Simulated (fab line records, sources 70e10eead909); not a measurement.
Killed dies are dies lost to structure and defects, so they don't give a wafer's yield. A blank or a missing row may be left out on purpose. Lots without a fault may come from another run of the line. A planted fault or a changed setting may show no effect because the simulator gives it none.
Chamber matching | flow nand_harc | NHARC_A_CHANNEL_HOLE_D2_ETCH_44 on rie_diel-12: 4 sister chambers
The step etches the open film in CF4/O2, target depth 140 nm, overetch 14 nm, time 77 s. 18 wafers are shown with their chamber, then 9 later ones without.

WAFERS WITH THEIR CHAMBER
wafer  | chamber | drypump_motor_current_A (A) | rf_vpp_V (V) | oes_product_au (a.u.)
L075.1 | 1       | 5.0                         | 199.0        | 0.994
L075.2 | 2       | 5.4                         | 196.7        | 1.002
L075.3 | 3       | 5.7                         | 200.6        | 1.009
L075.4 | 0       | 6.4                         | 199.0        | 0.994
L075.5 | 2       | 5.4                         | 196.3        | 1.011
L075.6 | 3       | 5.7                         | 199.8        | 1.006
L078.1 | 1       | 4.9                         | 198.0        | 0.989
L078.2 | 2       | 5.4                         | 196.4        | 1.000
L078.4 | 3       | 5.7                         | 200.5        | 1.008
L080.1 | 3       | 5.7                         | 197.5        | 1.013
L080.2 | 1       | 5.0                         | 200.2        | 0.998
L080.4 | 0       | 6.4                         | 199.5        | 1.000
L081.1 | 3       | 5.7                         | 198.3        | 1.026
L081.2 | 1       | 5.0                         | 199.3        | 1.002
L081.4 | 0       | 6.4                         | 199.8        | 0.997
L085.3 | 0       | 6.4                         | 199.7        | 0.996
L085.4 | 1       | 5.0                         | 197.7        | 0.998
L085.5 | 3       | 5.7                         | 198.6        | 1.004

SIGNATURES (means of the wafers above)
reading                 | chamber 0 | chamber 1 | chamber 2 | chamber 3 | scatter within a chamber
drypump_motor_current_A | 6.400     | 4.980     | 5.400     | 5.700     | 0.0239
rf_vpp_V                | 199.500   | 198.840   | 196.467   | 199.217   | 0.95
oes_product_au          | 0.99675   | 0.99620   | 1.00433   | 1.01100   | 0.00598
Rule: a wafer's distance from a chamber is the root of the sum, over the readings, of the square of ((its reading less the chamber's mean) divided by the reading's scatter). The wafer belongs to the nearest chamber; if the next one is less than 2 further off, it can't be placed. The scatter: the root of (the sum of the squares of (reading less its chamber's mean) over the shown wafers, divided by (wafers less chambers)).

WAFERS WITHOUT THEIR CHAMBER
wafer  | drypump_motor_current_A (A) | rf_vpp_V (V) | oes_product_au (a.u.)
L091.1 | 5.7                         | 199.2        | 1.023
L091.2 | 5.4                         | 195.8        | 1.013
L091.3 | 4.9                         | 199.1        | 0.999
L096.1 | 6.4                         | 198.5        | 1.012
L096.3 | 5.0                         | 198.0        | 0.991
L096.6 | 6.4                         | 199.4        | 1.002
L097.1 | 6.4                         | 198.2        | 1.005
L097.2 | 5.0                         | 198.1        | 0.998
L097.5 | 5.0                         | 198.1        | 1.005

WHICH CHAMBER EACH WENT THROUGH
wafer  | from the rows above | in truth
L091.1 | 3                   | 3
L091.2 | 2                   | 2
L091.3 | 1                   | 1
L096.1 | 0                   | 0
L096.3 | 1                   | 1
L096.6 | 0                   | 0
L097.1 | 0                   | 0
L097.2 | 1                   | 1
L097.5 | 1                   | 1
Placed correctly: 9 of 9. Can't be placed from these rows: 0. Placed wrongly: 0.
